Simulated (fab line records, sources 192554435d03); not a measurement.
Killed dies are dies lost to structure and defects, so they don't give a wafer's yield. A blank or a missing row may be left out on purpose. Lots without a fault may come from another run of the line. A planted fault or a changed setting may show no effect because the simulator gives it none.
Chamber matching | flow n5_finfet | N5_HKMG_FIN_CMP_23 on cmp-04: 4 sister chambers
The step polishes, stops on SiNx, t overpolish 10 s, target thk 46.326 nm. 4 wafers are shown with their chamber, then 7 later ones without.

WAFERS WITH THEIR CHAMBER
wafer  | chamber | motor_current_A (A)
L091.1 | 3       | 13.0
L091.4 | 1       | 11.1
L094.1 | 0       | 11.6
L094.2 | 2       | 10.8

WAFERS WITHOUT THEIR CHAMBER
wafer  | motor_current_A (A)
L094.3 | 13.1
L095.1 | 11.8
L095.3 | 12.7
L095.5 | 10.5
L097.1 | 10.8
L097.3 | 10.0
L097.5 | 12.5

WHICH CHAMBER EACH WENT THROUGH
wafer  | from the rows above          | in truth
L094.3 | 3                            | 3
L095.1 | can't be placed: 0 or 1 or 2 | 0
L095.3 | can't be placed: 3 or 0      | 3
L095.5 | can't be placed: 2 or 1 or 0 | 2
L097.1 | can't be placed: 2 or 1 or 0 | 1
L097.3 | can't be placed: 2 or 1 or 0 | 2
L097.5 | can't be placed: 3 or 0      | 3
Placed correctly: 1 of 7. Can't be placed from these rows: 6 (the true chamber is among the candidates in 6). Placed wrongly: 0.
How it was worked out, from the rows above alone: a wafer's distance from a chamber is the root of the sum, over the readings, of the square of ((its reading less the chamber's mean) divided by the reading's scatter). The wafer belongs to the nearest chamber; if the next one is less than 2 further off, it can't be placed. A chamber's mean is the mean of its shown wafers. The scatter: with one shown wafer a chamber, the root of the mean of the squares of how far each hidden wafer lies from its nearest shown one.
